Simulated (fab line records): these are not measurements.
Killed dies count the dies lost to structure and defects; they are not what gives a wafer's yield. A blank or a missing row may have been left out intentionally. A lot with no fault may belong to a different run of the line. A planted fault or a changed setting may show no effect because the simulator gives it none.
fab line records	flow nand_harc
record: lots: 24	wafers: 72	last_day: 33
route steps=1302 shown P_ZERO_WELL@67 P_GATE@132 P_CONTACT@218
lots that met no fault: from a run of the same line without faults
start_h: hours from the record's opening day to when the first of the lot's shown wafers began	wait_h: hours from the lot's prior step to this one	" identical to the entry in the row above	L1.1+2: a row that stands for several wafers	- either no value or no given start	* or withheld: withheld	< > ~ a bound
route shown NAME@n: names a module that has steps shown in the file, with the first one's number in the route	usual: mean/standard deviation taken from wafers without a fault	same: alike in all rows	chamber/n: place in a boat	sites: readings site by site	_std_site: the values' standard deviation	_edge_site: the outer-site mean with the inner-site mean subtracted	radius_mm: for every site, how far away it sits from the centre of the wafer	mask NAME#n: copy n	behind: the tool/chamber that last shaped the wafer	hold: why the lot was held/for how many hours/how that ended	device: which transistor (n, p or np) failed to switch	end of line: at the end of the route, the tests of the same wafers	where a step has no rows: the recipe by itself	killed: dies that structure and defects cost at the first sort, which is not the same as the wafer's yield	map: dies across one wafer; x = killed, . = not, _ = none there
set.NAME: the setting that was run; set.NAME@STEP: the one run at that earlier step	model.NAME: the simulator's own value behind a step, which no gauge read
a sample of lots followed through the steps of the route, with each step as a table and each wafer as a row
services: a tool's chamber out of use, with start hour (start_h, from the record's first day; less than 0 if before it), hours out, and reason
== steps ==
step: NHARC_P_ZERO_WELL_RTA_42
recipe: temp_c: 1100	time_s: 300
usual: lamp_power_pct: 38.7/2.6	lamp_zone_6_pct: 38.7/2.6	wafer_temp_C_max: 1102.7/0.72
same: time_s: 300
lot.wafer	tool	chamber	start_h	wait_h	lamp_power_pct	lamp_zone_6_pct	wafer_temp_C_max
L074.2	rtp_anneal-01	0	26.89	-	35.9	35.9	1101.6
L074.3	"	0	"	"	35.9	35.9	1102.5
L074.6	"	0	"	"	35.8	35.9	1100.9
L075.2	rtp_anneal-01	0	38.40	-	35.9	35.9	1102.1
L075.3	"	0	"	"	35.9	35.8	1102.1
L075.5	"	0	"	"	35.9	35.8	1102.5
L076.2	rtp_anneal-02	0	47.01	-	41.1	41.0	1102.8
L076.4	"	0	"	"	41.2	41.0	1104.3
L076.6	"	0	"	"	41.1	41.0	1102.0
L077.2	rtp_anneal-02	0	56.97	-	41.0	41.0	1102.1
L077.4	"	0	"	"	41.0	41.0	1102.2
L077.5	"	0	"	"	41.0	41.0	1101.7
L078.2	rtp_anneal-01	0	67.68	-	35.9	35.8	1102.6
L078.5	"	0	"	"	35.9	35.8	1103.0
L078.6	"	0	"	"	35.9	35.8	1102.7
L079.3	rtp_anneal-02	0	77.24	-	41.2	41.1	1103.1
L079.5	"	0	"	"	41.2	41.1	1103.2
L079.6	"	0	"	"	41.2	41.1	1103.5
L080.1	rtp_anneal-02	0	86.76	-	41.1	41.1	1101.7
L080.2	"	0	"	"	41.1	41.1	1101.8
L080.4	"	0	"	"	41.2	41.1	1101.5
L081.2	rtp_anneal-02	0	101.04	-	41.1	41.1	1102.2
L081.3	"	0	"	"	41.2	41.2	1102.7
L081.5	"	0	"	"	41.2	41.1	1102.0
L082.2	rtp_anneal-02	0	106.99	-	41.1	41.1	1102.0
L082.4	"	0	"	"	41.1	41.0	1101.6
L082.6	"	0	"	"	41.1	41.1	1101.6
L083.1	rtp_anneal-02	0	116.97	-	41.0	41.0	1101.8
L083.2	"	0	"	"	41.1	41.0	1103.7
L083.6	"	0	"	"	41.1	41.0	1102.1
L084.4	rtp_anneal-01	0	127.07	-	35.8	35.9	1102.5
L084.5	"	0	"	"	35.9	35.9	1102.8
L084.6	"	0	"	"	35.8	35.9	1103.0
L085.2	rtp_anneal-02	0	141.21	-	41.1	41.1	1102.3
L085.5	"	0	"	"	41.1	41.2	1103.0
L085.6	"	0	"	"	41.2	41.0	1102.7
L086.2	rtp_anneal-01	0	147.10	-	35.9	35.8	1102.4
L086.5	"	0	"	"	35.9	35.8	1103.4
L086.6	"	0	"	"	35.9	35.9	1102.7
L087.2	rtp_anneal-01	0	157.19	-	35.8	35.7	1102.9
L087.5	"	0	"	"	35.8	35.8	1103.8
L087.6	"	0	"	"	35.8	35.7	1101.9
L088.1	rtp_anneal-01	0	167.19	-	35.8	35.8	1102.6
L088.4	"	0	"	"	35.8	35.8	1103.5
L088.6	"	0	"	"	35.8	35.8	1102.4
L089.1	rtp_anneal-01	0	176.94	-	35.9	35.8	1102.4
L089.2	"	0	"	"	35.9	35.8	1102.7
L089.5	"	0	"	"	35.9	35.8	1103.1
L090.3	rtp_anneal-02	0	186.98	-	41.1	41.0	1103.1
L090.4	"	0	"	"	41.1	41.0	1103.4
L090.6	"	0	"	"	41.1	41.1	1102.0
L091.1	rtp_anneal-02	0	196.75	-	41.1	40.9	1101.4
L091.3	"	0	"	"	41.1	41.0	1101.2
L091.6	"	0	"	"	41.0	41.0	1102.4
L092.1	rtp_anneal-02	0	209.14	-	41.1	41.0	1103.1
L092.4	"	0	"	"	41.0	41.0	1103.2
L092.6	"	0	"	"	41.1	41.0	1102.5
L093.1	rtp_anneal-01	0	217.06	-	35.8	35.8	1102.9
L093.2	"	0	"	"	35.9	35.9	1103.5
L093.6	"	0	"	"	35.8	35.9	1103.1
L094.1	rtp_anneal-01	0	226.93	-	35.9	35.9	1103.2
L094.2	"	0	"	"	36.0	35.8	1102.7
L094.6	"	0	"	"	36.0	35.9	1103.6
L095.2	rtp_anneal-01	0	236.99	-	35.9	35.9	1102.2
L095.4	"	0	"	"	35.9	35.9	1103.9
L095.5	"	0	"	"	35.9	35.9	1102.0
L096.2	rtp_anneal-02	0	246.99	-	41.1	41.1	1102.3
L096.3	"	0	"	"	41.1	41.1	1103.8
L096.4	"	0	"	"	41.1	41.1	1102.1
L097.1	rtp_anneal-02	0	256.98	-	41.1	41.2	1102.8
L097.3	"	0	"	"	41.2	41.1	1102.8
L097.6	"	0	"	"	41.1	41.1	1103.5
step: NHARC_P_GATE_DEP_103
recipe: target_thk_a: 300	target_thk_nm: 30	temp_c: 400	flow_sccm: 200	rf_w: 350	material: SiON
usual: heater_power_w: 707/58
lot.wafer	tool	chamber	start_h	wait_h	heater_power_w
L074.2	pecvd-01	0	101.79	0.5	767
L074.3	"	0	"	"	756
L074.6	"	0	"	"	782
L075.2	pecvd-02	2	109.27	1.2	812
L075.3	"	0	"	"	716
L075.5	"	2	"	"	783
L076.2	pecvd-04	0	113.16	0.4	632
L076.4	"	0	"	"	635
L076.6	"	2	"	"	664
L077.2	pecvd-02	2	131.49	0.4	755
L077.4	"	0	"	"	680
L077.5	"	1	"	"	663
L078.2	pecvd-02	1	145.68	0.5	687
L078.6	"	2	"	"	716
L078.5	"	1	"	"	685
L079.3	pecvd-02	2	145.82	0.3	763
L079.6	"	2	"	"	743
L079.5	"	0	"	"	653
L080.2	pecvd-01	0	157.81	0.5	756
L080.1	"	2	"	"	732
L080.4	"	2	"	"	753
L081.2	pecvd-01	0	166.88	0.4	694
L081.3	"	1	"	"	699
L081.5	"	2	"	"	711
L082.2	pecvd-01	1	172.90	0.5	735
L082.6	"	0	"	"	646
L082.4	"	1	"	"	584
L083.1	pecvd-04	2	190.06	0.6	594
L083.2	"	0	"	"	761
L083.6	"	2	"	"	596
L084.4	pecvd-01	0	197.10	0.3	744
L084.5	"	1	"	"	717
L084.6	"	2	"	"	773
L085.2	pecvd-04	0	207.28	0.5	722
L085.6	"	2	"	"	621
L085.5	"	0	"	"	713
L086.2	pecvd-01	0	211.59	0.5	633
L086.6	"	2	"	"	686
L086.5	"	1	"	"	640
L087.2	pecvd-01	2	225.61	0.5	711
L087.6	"	2	"	"	714
L087.5	"	0	"	"	646
L088.1	pecvd-04	0	242.65	0.6	733
L088.4	"	0	"	"	738
L088.6	"	1	"	"	851
L089.2	pecvd-02	0	243.29	0.4	731
L089.1	"	2	"	"	794
L089.5	"	1	"	"	732
L090.3	pecvd-04	0	258.83	0.4	738
L090.6	"	1	"	"	779
L090.4	"	2	"	"	644
L091.3	pecvd-01	2	265.92	0.3	651
L091.1	"	0	"	"	703
L091.6	"	0	"	"	696
L092.1	pecvd-02	0	282.85	0.6	668
L092.4	"	2	"	"	665
L092.6	"	0	"	"	681
L093.1	pecvd-02	2	287.93	0.6	732
L093.2	"	0	"	"	644
L093.6	"	1	"	"	719
L094.1	pecvd-02	2	295.35	0.6	750
L094.2	"	0	"	"	750
L094.6	"	0	"	"	753
L095.2	pecvd-02	0	310.68	0.7	706
L095.5	"	1	"	"	731
L095.4	"	2	"	"	808
L096.3	pecvd-02	1	318.38	0.4	607
L096.2	"	2	"	"	679
L096.4	"	0	"	"	769
L097.3	pecvd-01	1	329.91	0.3	624
L097.1	"	0	"	"	649
L097.6	"	1	"	"	633
step: NHARC_P_GATE_INSPECT_28
usual: raw_defect_count: 6.5/3
lot.wafer	tool	chamber	start_h	wait_h	raw_defect_count
L074.2	defect_inspect-02	-	102.51	0.0	9
L074.3	"	-	"	"	3
L074.6	"	-	"	"	3
L075.2	defect_inspect-01	-	109.95	0.0	4
L075.3	"	-	"	"	6
L075.5	"	-	"	"	7
L076.2	defect_inspect-01	-	113.96	0.0	4
L076.4	"	-	"	"	7
L076.6	"	-	"	"	9
L077.2	defect_inspect-01	-	132.16	0.0	6
L077.4	"	-	"	"	7
L077.5	"	-	"	"	6
L078.2	defect_inspect-02	-	146.43	0.0	12
L078.5	"	-	"	"	10
L078.6	"	-	"	"	10
L079.3	defect_inspect-02	-	146.62	0.0	14
L079.5	"	-	"	"	10
L079.6	"	-	"	"	7
L080.1	defect_inspect-02	-	158.48	0.0	4
L080.2	"	-	"	"	12
L080.4	"	-	"	"	6
L081.2	defect_inspect-01	-	167.70	0.0	6
L081.3	"	-	"	"	4
L081.5	"	-	"	"	9
L082.2	defect_inspect-02	-	173.68	0.0	9
L082.4	"	-	"	"	8
L082.6	"	-	"	"	8
L083.1	defect_inspect-02	-	190.83	0.0	5
L083.2	"	-	"	"	7
L083.6	"	-	"	"	8
L084.4	defect_inspect-02	-	197.69	0.0	6
L084.5	"	-	"	"	7
L084.6	"	-	"	"	9
L085.2	defect_inspect-02	-	207.95	0.0	11
L085.5	"	-	"	"	9
L085.6	"	-	"	"	2
L086.2	defect_inspect-01	-	212.24	0.0	5
L086.5	"	-	"	"	5
L086.6	"	-	"	"	4
L087.2	defect_inspect-02	-	226.41	0.0	3
L087.5	"	-	"	"	2
L087.6	"	-	"	"	6
L088.1	defect_inspect-02	-	243.45	0.0	5
L088.4	"	-	"	"	3
L088.6	"	-	"	"	3
L089.1	defect_inspect-01	-	244.10	0.0	2
L089.2	"	-	"	"	5
L089.5	"	-	"	"	9
L090.3	defect_inspect-02	-	259.45	0.0	3
L090.4	"	-	"	"	6
L090.6	"	-	"	"	3
L091.1	defect_inspect-01	-	266.60	0.0	14
L091.3	"	-	"	"	7
L091.6	"	-	"	"	6
L092.1	defect_inspect-01	-	283.47	0.0	4
L092.4	"	-	"	"	4
L092.6	"	-	"	"	7
L093.1	defect_inspect-02	-	288.73	0.0	4
L093.2	"	-	"	"	5
L093.6	"	-	"	"	9
L094.1	defect_inspect-02	-	296.00	0.0	3
L094.2	"	-	"	"	3
L094.6	"	-	"	"	3
L095.2	defect_inspect-01	-	311.36	0.0	3
L095.4	"	-	"	"	7
L095.5	"	-	"	"	4
L096.2	defect_inspect-02	-	319.15	0.0	3
L096.3	"	-	"	"	6
L096.4	"	-	"	"	8
L097.1	defect_inspect-02	-	330.75	0.0	4
L097.3	"	-	"	"	10
L097.6	"	-	"	"	2
step: NHARC_P_GATE_STRIP_113
recipe: power_w: 1500	temp_c: 110	time_s: 740	chemistry: N2/H2
usual: drypump_motor_current_A: 5.9/0.5	heater_power_w: 89/9.1
same: time_s: 740
lot.wafer	tool	chamber	start_h	wait_h	drypump_motor_current_A	heater_power_w	rf_hours_counter_h
L074.2	plasma_asher-01	1	118.39	0.2	5.2	96	25
L074.3	"	0	"	"	6.4	76	-
L074.6	"	1	"	"	5.2	95	-
L075.2	plasma_asher-01	0	125.97	0.3	6.4	77	27
L075.3	"	1	"	"	5.2	96	-
L075.5	"	0	"	"	6.4	77	-
L076.2	plasma_asher-01	1	129.77	0.2	5.2	93	28
L076.4	"	0	"	"	6.4	78	-
L076.6	"	0	"	"	6.4	76	-
L077.2	plasma_asher-02	0	148.04	0.3	6.2	107	13
L077.4	"	1	"	"	5.8	92	-
L077.5	"	0	"	"	6.2	106	-
L078.2	plasma_asher-01	0	162.18	0.2	6.4	78	34
L078.5	"	0	"	"	6.4	77	-
L078.6	"	1	"	"	5.2	91	-
L079.3	plasma_asher-02	0	162.80	0.4	6.2	106	-
L079.5	"	0	"	"	6.2	104	-
L079.6	"	1	"	"	5.7	90	-
L080.2	plasma_asher-02	1	174.03	0.2	5.7	92	20
L080.1	"	0	"	"	6.2	107	20
L080.4	"	1	"	"	5.8	91	-
L081.2	plasma_asher-01	0	183.73	0.3	6.4	81	1
L081.3	"	0	"	"	6.4	81	-
L081.5	"	1	"	"	5.2	88	-
L082.2	plasma_asher-02	1	189.56	0.3	5.7	90	23
L082.4	"	1	"	"	5.7	90	-
L082.6	"	1	"	"	5.7	92	-
L083.2	plasma_asher-02	0	208.51	0.2	6.2	104	26
L083.1	"	1	"	"	5.7	92	26
L083.6	"	0	"	"	6.2	107	-
L084.4	plasma_asher-01	0	213.86	0.3	6.4	81	-
L084.5	"	0	"	"	6.4	80	-
L084.6	"	1	"	"	5.2	90	-
L085.2	plasma_asher-01	0	224.03	0.3	6.4	80	9
L085.5	"	1	"	"	5.2	87	-
L085.6	"	0	"	"	6.4	79	-
L086.2	plasma_asher-01	1	227.72	0.2	5.2	86	10
L086.6	"	1	"	"	5.2	86	-
L086.5	"	0	"	"	6.4	80	-
L087.2	plasma_asher-01	0	242.25	0.3	6.4	80	13
L087.5	"	1	"	"	5.2	87	-
L087.6	"	0	"	"	6.4	80	-
L088.1	plasma_asher-02	0	259.30	0.3	6.2	103	0
L088.4	"	1	"	"	5.7	93	-
L088.6	"	0	"	"	6.3	104	-
L089.2	plasma_asher-01	1	259.84	0.2	5.2	86	19
L089.1	"	0	"	"	6.4	81	19
L089.5	"	1	"	"	5.2	89	-
L090.3	plasma_asher-01	0	276.03	0.4	6.4	81	-
L090.4	"	1	"	"	5.2	89	-
L090.6	"	1	"	"	5.2	87	-
L091.1	plasma_asher-02	1	282.42	0.2	5.7	94	5
L091.3	"	1	"	"	5.7	90	-
L091.6	"	1	"	"	5.7	92	-
L092.1	plasma_asher-02	1	299.37	0.3	5.7	90	8
L092.4	"	0	"	"	6.2	105	-
L092.6	"	1	"	"	5.7	91	-
L093.1	plasma_asher-01	1	304.74	0.2	5.2	89	27
L093.2	"	0	"	"	6.4	80	27
L093.6	"	0	"	"	6.4	81	-
L094.1	plasma_asher-01	0	311.54	0.2	6.4	81	28
L094.2	"	1	"	"	5.2	85	28
L094.6	"	0	"	"	6.4	78	-
L095.2	plasma_asher-01	0	327.22	0.3	6.4	80	30
L095.4	"	0	"	"	6.4	83	-
L095.5	"	1	"	"	5.2	89	-
L096.2	plasma_asher-01	0	335.42	0.2	6.4	78	33
L096.4	"	0	"	"	6.4	80	-
L096.3	"	1	"	"	5.2	85	-
L097.1	plasma_asher-02	1	346.80	0.6	5.8	90	18
L097.3	"	0	"	"	6.2	106	-
L097.6	"	0	"	"	6.2	103	-
step: NHARC_P_GATE_RTA_64
recipe: temp_c: 1050	time_s: 1
usual: lamp_power_pct: 36.3/2.3	lamp_zone_6_pct: 36.2/2.3	wafer_temp_C_max: 1052.5/0.58
same: time_s: 1
lot.wafer	tool	chamber	start_h	wait_h	lamp_power_pct	lamp_zone_6_pct	wafer_temp_C_max
L074.2	rtp_anneal-02	0	119.71	-	37.8	37.9	1052.6
L074.3	"	0	"	"	37.8	37.8	1052.1
L074.6	"	0	"	"	37.9	37.8	1053.0
L075.2	rtp_anneal-02	0	127.15	-	37.9	37.9	1051.8
L075.3	"	0	"	"	38.0	37.8	1052.1
L075.5	"	0	"	"	37.9	37.8	1052.0
L076.2	rtp_anneal-01	0	131.09	-	33.1	33.0	1052.6
L076.4	"	0	"	"	33.0	33.0	1052.7
L076.6	"	0	"	"	33.0	33.0	1052.7
L077.2	rtp_anneal-01	0	149.24	-	33.1	33.0	1052.8
L077.4	"	0	"	"	33.1	33.0	1051.9
L077.5	"	0	"	"	33.0	33.0	1052.2
L078.2	rtp_anneal-02	0	163.48	-	37.8	37.8	1051.9
L078.5	"	0	"	"	37.9	37.8	1051.6
L078.6	"	0	"	"	37.9	37.8	1051.7
L079.3	rtp_anneal-01	0	163.90	-	33.1	33.0	1052.6
L079.5	"	0	"	"	33.0	33.0	1052.1
L079.6	"	0	"	"	33.1	32.9	1052.2
L080.1	rtp_anneal-02	0	175.32	-	37.9	37.8	1052.4
L080.2	"	0	"	"	37.8	37.8	1051.8
L080.4	"	0	"	"	37.9	37.8	1052.1
L081.2	rtp_anneal-01	0	184.92	-	33.0	32.9	1053.6
L081.3	"	0	"	"	33.0	33.0	1052.3
L081.5	"	0	"	"	33.0	33.0	1053.4
L082.2	rtp_anneal-02	0	190.74	-	37.9	37.8	1051.9
L082.4	"	0	"	"	37.9	37.8	1051.8
L082.6	"	0	"	"	37.8	37.8	1051.7
L083.1	rtp_anneal-01	0	209.78	-	33.0	33.0	1052.3
L083.2	"	0	"	"	33.0	33.0	1052.5
L083.6	"	0	"	"	33.0	33.0	1052.8
L084.4	rtp_anneal-02	0	214.98	-	37.8	37.9	1052.1
L084.5	"	0	"	"	37.9	37.8	1051.1
L084.6	"	0	"	"	37.8	37.8	1051.5
L085.2	rtp_anneal-02	0	225.22	-	37.9	37.9	1051.9
L085.5	"	0	"	"	37.9	37.8	1052.3
L085.6	"	0	"	"	37.9	37.8	1052.2
L086.2	rtp_anneal-01	0	229.02	-	33.1	33.0	1053.1
L086.5	"	0	"	"	33.0	33.0	1051.9
L086.6	"	0	"	"	33.0	33.0	1052.0
L087.2	rtp_anneal-02	0	243.44	-	37.9	37.9	1052.7
L087.5	"	0	"	"	37.9	37.9	1053.5
L087.6	"	0	"	"	37.9	37.8	1051.9
L088.1	rtp_anneal-01	0	260.46	-	33.0	33.0	1052.8
L088.4	"	0	"	"	33.0	33.0	1052.8
L088.6	"	0	"	"	33.1	33.0	1052.8
L089.1	rtp_anneal-02	0	261.12	-	37.9	37.8	1052.3
L089.2	"	0	"	"	37.8	37.8	1052.6
L089.5	"	0	"	"	37.9	37.7	1052.3
L090.3	rtp_anneal-01	0	277.13	-	33.0	32.9	1053.1
L090.4	"	0	"	"	33.0	32.9	1052.9
L090.6	"	0	"	"	33.0	32.9	1052.2
L091.1	rtp_anneal-02	0	283.69	-	38.0	37.9	1053.0
L091.3	"	0	"	"	37.9	37.8	1052.8
L091.6	"	0	"	"	37.9	37.8	1053.4
L092.1	rtp_anneal-02	0	300.53	-	37.9	37.8	1053.0
L092.4	"	0	"	"	37.9	37.9	1052.9
L092.6	"	0	"	"	37.9	37.8	1053.8
L093.1	rtp_anneal-02	0	306.03	-	37.8	37.8	1053.0
L093.2	"	0	"	"	37.8	37.7	1053.5
L093.6	"	0	"	"	37.7	37.8	1053.0
L094.1	rtp_anneal-02	0	312.82	-	37.8	37.8	1052.9
L094.2	"	0	"	"	37.9	37.8	1052.5
L094.6	"	0	"	"	37.8	37.7	1051.8
L095.2	rtp_anneal-02	0	328.41	-	37.8	37.8	1052.9
L095.4	"	0	"	"	37.9	37.8	1053.3
L095.5	"	0	"	"	37.9	37.8	1052.5
L096.2	rtp_anneal-02	0	336.72	-	37.9	37.8	1052.9
L096.3	"	0	"	"	37.9	37.8	1052.3
L096.4	"	0	"	"	37.8	37.8	1052.3
L097.1	rtp_anneal-02	0	348.07	-	37.9	37.8	1053.2
L097.3	"	0	"	"	37.8	37.8	1053.4
L097.6	"	0	"	"	37.8	37.8	1053.6
step: NHARC_P_CONTACT_DEP_00
recipe: target_thk_a: 5000	temp_c: 400	pressure_torr: 6.5	rf_w: 900	teos_flow_sccm: 161.4	flow_sccm: 2650	target_thk_nm: 500	gas: O2	material: SiO2
usual: heater_power_w: 547/91	throttle_valve_pct: 16.1/0.48
lot.wafer	tool	chamber	start_h	wait_h	heater_power_w	throttle_valve_pct
L074.2	pecvd-03	0	-	-	493	16.7
L074.3	"	1	"	"	650	15.8
L074.6	"	1	"	"	685	16.0
L075.2	pecvd-03	0	-	-	500	16.4
L075.3	"	1	"	"	636	15.6
L075.5	"	2	"	"	619	16.6
L076.2	pecvd-03	2	-	-	630	16.9
L076.4	"	0	"	"	382	16.8
L076.6	"	1	"	"	649	15.7
L077.2	pecvd-02	1	-	-	450	15.3
L077.4	"	0	"	"	506	15.4
L077.5	"	1	"	"	481	14.9
L078.2	pecvd-03	2	-	-	616	16.6
L078.6	"	1	"	"	639	15.8
L078.5	"	2	"	"	642	16.6
L079.3	pecvd-04	2	165.74	0.3	439	16.1
L079.5	"	0	"	"	585	15.7
L079.6	"	2	"	"	320	16.1
L080.2	pecvd-02	2	-	-	492	16.1
L080.1	"	0	"	"	562	15.7
L080.4	"	2	"	"	529	16.0
L081.2	pecvd-04	2	-	-	353	16.1
L081.3	"	1	"	"	678	15.8
L081.5	"	1	"	"	531	16.0
L082.2	pecvd-02	1	-	-	524	15.4
L082.4	"	0	"	"	532	15.5
L082.6	"	1	"	"	400	15.1
L083.1	pecvd-04	0	-	-	549	15.5
L083.2	"	1	"	"	688	16.1
L083.6	"	1	"	"	531	15.8
L084.6	pecvd-03	2	-	-	555	16.2
L084.5	"	0	"	"	440	16.8
L084.4	"	1	"	"	717	15.9
L085.2	pecvd-04	2	-	-	430	15.9
L085.6	"	0	"	"	518	15.9
L085.5	"	1	"	"	642	16.3
L086.2	pecvd-04	1	-	-	610	15.8
L086.5	"	2	"	"	326	16.0
L086.6	"	1	"	"	606	15.9
L087.2	pecvd-03	2	-	-	586	16.5
L087.5	"	0	"	"	496	16.8
L087.6	"	1	"	"	715	15.8
L088.1	pecvd-03	0	-	-	553	16.6
L088.4	"	1	"	"	641	15.9
L088.6	"	0	"	"	571	16.8
L089.2	pecvd-04	0	-	-	533	15.9
L089.1	"	1	"	"	600	15.7
L089.5	"	2	"	"	401	16.0
L090.3	pecvd-03	1	-	-	607	16.1
L090.4	"	1	"	"	668	15.8
L090.6	"	0	"	"	596	16.3
L091.1	pecvd-03	1	-	-	736	15.9
L091.3	"	2	"	"	517	16.7
L091.6	"	2	"	"	548	16.5
L092.1	pecvd-03	1	-	-	573	16.0
L092.4	"	1	"	"	627	15.9
L092.6	"	2	"	"	627	16.5
L093.2	pecvd-04	2	-	-	433	15.8
L093.1	"	0	"	"	569	15.8
L093.6	"	2	"	"	432	16.3
L094.2	pecvd-03	2	-	-	516	16.3
L094.1	"	0	"	"	526	16.8
L094.6	"	0	"	"	548	16.5
L095.2	pecvd-03	1	-	-	673	15.9
L095.5	"	2	"	"	598	16.7
L095.4	"	0	"	"	436	16.8
L096.3	pecvd-02	0	-	-	472	15.9
L096.2	"	1	"	"	451	15.1
L096.4	"	2	"	"	559	16.6
L097.3	pecvd-02	1	-	-	495	15.0
L097.1	"	2	"	"	515	16.2
L097.6	"	0	"	"	562	15.7
== services ==
tool	chamber	start_h	hours	kind
pecvd-03	-	4.00	13.0	pm
rtp_anneal-02	-	12.00	12.0	pm
pecvd-01	-	32.34	4.5	repair
pecvd-04	-	43.20	0.2	repair
pecvd-02	-	46.29	13.0	pm
pecvd-04	2	64.38	6.5	repair
pecvd-01	2	67.83	2.1	repair
plasma_asher-02	-	72.00	9.0	pm
pecvd-03	1	88.03	5.6	repair
pecvd-04	-	127.92	13.0	pm
pecvd-02	-	149.15	0.3	repair
pecvd-04	1	163.69	4.2	repair
plasma_asher-01	-	165.00	9.0	pm
pecvd-03	-	173.08	2.4	repair
pecvd-03	-	185.00	13.0	pm
pecvd-02	-	227.29	13.0	pm
pecvd-02	0	263.83	6.9	repair
plasma_asher-01	-	264.48	3.5	repair
pecvd-04	1	271.63	17.4	repair
pecvd-02	-	297.09	0.6	repair
pecvd-04	-	308.92	13.0	pm
pecvd-04	0	331.84	4.2	repair
pecvd-04	1	333.54	16.0	repair
plasma_asher-01	-	342.00	9.0	pm
== key ==
fault none
